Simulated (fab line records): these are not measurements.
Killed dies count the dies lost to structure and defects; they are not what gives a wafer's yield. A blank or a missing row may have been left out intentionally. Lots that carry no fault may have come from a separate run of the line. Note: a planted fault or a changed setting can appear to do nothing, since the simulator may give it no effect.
Which tool was responsible? -- flow nandHarc -- Sampling: 6 lots, 18 wafers, 3 of 1302 route steps

== WHAT EACH GAUGE READ, for each wafer ==
NHARC_P_GATE_CD_MEAS_46 targets a cd of 720 nm.
lot,measured,on,cdNm (nm)
L601,day 5 22:40,cdSem-03,723.2 718.2 721.5
L603,day 6 23:25,cdSem-02,721.7 722.9 722.5
L607,day 8 16:13,cdSem-02,720.2 720.7 721.2
L611,day 10 07:13,cdSem-03,723.7 720.6 720.0
L621,day 14 11:53,cdSem-03,720.2 717.6 718.7
L623,day 14 23:52,cdSem-02,717.2 717.8 720.4

== EACH LOT AND THE TOOL THAT RAN IT (in order: tool; ch and the chambers of the sampled wafers; start) ==
lot,NHARC_P_GATE_ETCHBACK_37,NHARC_P_GATE_EXPOSE_43
L601,"rieDiel-11 ch 1,2, day 5 22:31 or earlier","krfScanner-03 ch 0, day 5 22:31"
L603,"rieDiel-11 ch 0,2,3, day 6 23:16 or earlier","krfScanner-03 ch 0, day 6 23:16"
L607,"rieDiel-06 ch 1,2,3, day 8 16:04 or earlier","krfScanner-01 ch 0, day 8 16:04"
L611,"rieDiel-11 ch 2,3, day 10 07:04 or earlier","krfScanner-02 ch 0, day 10 07:04"
L621,"rieDiel-11 ch 2,3, day 14 11:43 or earlier","krfScanner-01 ch 0, day 14 11:43"
L623,"rieDiel-11 ch 0,2, day 14 23:43 or earlier","krfScanner-02 ch 0, day 14 23:43"
- NHARC_P_GATE_ETCHBACK_37: etches the open film in CHF3/O2, target depth 34.5 nm, time 17.2 s.
- NHARC_P_GATE_EXPOSE_43: exposes mask P NSD, target cd 720 nm.

== THE ANSWER, worked out from the rows above alone ==
Rule: usual is defined by the lots themselves. The widest of any qualifying gaps counts: lots, ordered by their means at a reading, are off when they make up no more than a third of the lots, leave a main group of 4 or more, and stand apart from it by 3 or more times the standard deviation of that group's means. A main group whose means are all the same, to the digits that the tables above print for the reading, isn't used. Also off: a lot with no number at a reading for which 4 or more lots have one. All remaining lots with rows at the step are treated as sound.
No lot is off on any of the readings shown, so nothing can be concluded from this.

== WHAT WAS PUT IN BY THE SIMULATOR ==
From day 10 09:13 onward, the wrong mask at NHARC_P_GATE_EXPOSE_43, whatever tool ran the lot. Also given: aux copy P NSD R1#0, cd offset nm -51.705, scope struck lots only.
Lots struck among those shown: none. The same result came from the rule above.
